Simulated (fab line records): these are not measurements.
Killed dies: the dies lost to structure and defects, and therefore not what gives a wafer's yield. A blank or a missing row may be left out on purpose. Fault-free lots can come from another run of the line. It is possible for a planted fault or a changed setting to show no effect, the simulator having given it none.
Lot-split experiment -- flow n5 finfet -- on a route of 1938 steps: 7 lots, 39 wafers read

THE SPLIT
At N5_ZERO_LAYER_DEVELOP_10 (develop time 60 s), the setting develop time s was moved away from the recipe's 60 s on 15 of the 39 wafers read, by -55.5% to +49.5%. All remaining wafers had this setting at the recipe value.

BETWEEN THE SPLIT AND THE READING: the file shows 1 step in between
- N5_ZERO_LAYER_HARDBAKE_23: time 120 s

THE READING
Shown in nm: cd nm at N5_ZERO_LAYER_CD_MEAS_11, with target cd 2000 nm. Fault-free wafers of this fab line usually give 2000.3 nm, standard deviation 2.1 nm.

wafer,"tool, chamber at the split","develop time s as run, s",against the recipe,"cd nm, nm",against lot-mates on the recipe
L085.1,"litho track-02, 0",69.84,+16.4%,1998.8,-1.7
L085.2,"litho track-02, 0",69.84,+16.4%,2001.7,+1.2
L085.3,"litho track-02, 0",69.84,+16.4%,2000.6,+0.1
L085.4,"litho track-02, 0",60,recipe,1998.9,-
L085.5,"litho track-02, 0",60,recipe,2000.1,-
L085.6,"litho track-02, 0",60,recipe,2002.5,-
L087.1,"litho track-02, 0",78.89,+31.5%,2007.7,+10.9
L087.2,"litho track-02, 0",60,recipe,1996.4,-
L087.3,"litho track-02, 0",78.89,+31.5%,2005.5,+8.7
L087.4,"litho track-02, 0",60,recipe,1997.6,-
L087.5,"litho track-02, 0",60,recipe,1996.3,-
L087.6,"litho track-02, 0",78.89,+31.5%,2003.9,+7.1
L090.1,"litho track-03, 0",60,recipe,2002.9,-
L090.2,"litho track-03, 0",40.24,-32.9%,1990.0,-11.7
L090.3,"litho track-03, 0",40.24,-32.9%,1993.4,-8.3
L090.4,"litho track-03, 0",60,recipe,2001.9,-
L090.5,"litho track-03, 0",60,recipe,2000.4,-
L090.6,"litho track-03, 0",40.24,-32.9%,1991.9,-9.8
L091.1,"litho track-03, 0",26.69,-55.5%,1982.9,-16.9
L091.2,"litho track-03, 0",60,recipe,1998.6,-
L091.3,"litho track-03, 0",26.69,-55.5%,1982.8,-17.0
L091.4,"litho track-03, 0",60,recipe,2000.6,-
L091.5,"litho track-03, 0",26.69,-55.5%,1982.0,-17.8
L091.6,"litho track-03, 0",60,recipe,2000.1,-
L092.1,"litho track-03, 0",60,recipe,2000.0,-
L092.2,"litho track-03, 0",60,recipe,1997.6,-
L092.3,"litho track-03, 0",60,recipe,1999.4,-
L092.4,"litho track-03, 0",89.7,+49.5%,2007.3,+8.3
L092.5,"litho track-03, 0",89.7,+49.5%,2008.7,+9.7
L092.6,"litho track-03, 0",89.7,+49.5%,2004.8,+5.8
L093.1,"litho track-02, 0",60,recipe,2000.0,-
L093.2,"litho track-02, 0",60,recipe,2001.7,-
L093.3,"litho track-02, 0",60,recipe,1996.6,-
L093.4,"litho track-02, 0",60,recipe,1997.9,-
L093.5,"litho track-02, 0",60,recipe,1999.4,-
L093.6,"litho track-02, 0",60,recipe,1998.5,-
L096.1,"litho track-02, 0",60,recipe,2000.0,-
L096.2,"litho track-02, 0",60,recipe,2002.7,-
L096.5,"litho track-02, 0",60,recipe,1999.8,-

THE FIT
A straight line over all 39 wafers: cd nm changes by +0.226 nm for each +1% of develop time s; r = +0.92; the points scatter about the line by 2.4 nm.
The same after taking each lot's own level away (the mean of its wafers on the recipe; 39 wafers): +0.249 nm for each +1%; r = +0.94; scatter 2.2 nm.
Per that fit: largest develop time s move, reading shift of 14 nm.
The lots' own levels span 1996.77 to 2001.73 nm, that is 2.4 times the standard deviation above.
Consequently the slope shifts little with the lot-to-lot level, the two slopes agreeing.
Check: for one of the wafers moved furthest among these (-55.5%), held out of the fit, the line's prediction against its lot-mates is -14.4 nm. It came out at -16.9 nm against them.

THE WHOLE CHAIN: every reading that the file lists as answering this split, in the file's order
step,what it does,reading,change (the file's fit),r (the file's)
N5_ZERO_LAYER_CD_MEAS_11,target cd 2000 nm,cd nm,+0.248 nm for each +1% of the setting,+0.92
N5_ZERO_LAYER_DESCUM_16,"chemistry O2, time 7.9 s","ZERO_LAYER.cd nm (the simulator's own value, which no gauge read)",+0.252 nm for each +1% of the setting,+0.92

THE FILE'S OWN FIT
cd nm changes by +0.248 nm for each +1% of develop time s, r = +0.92.
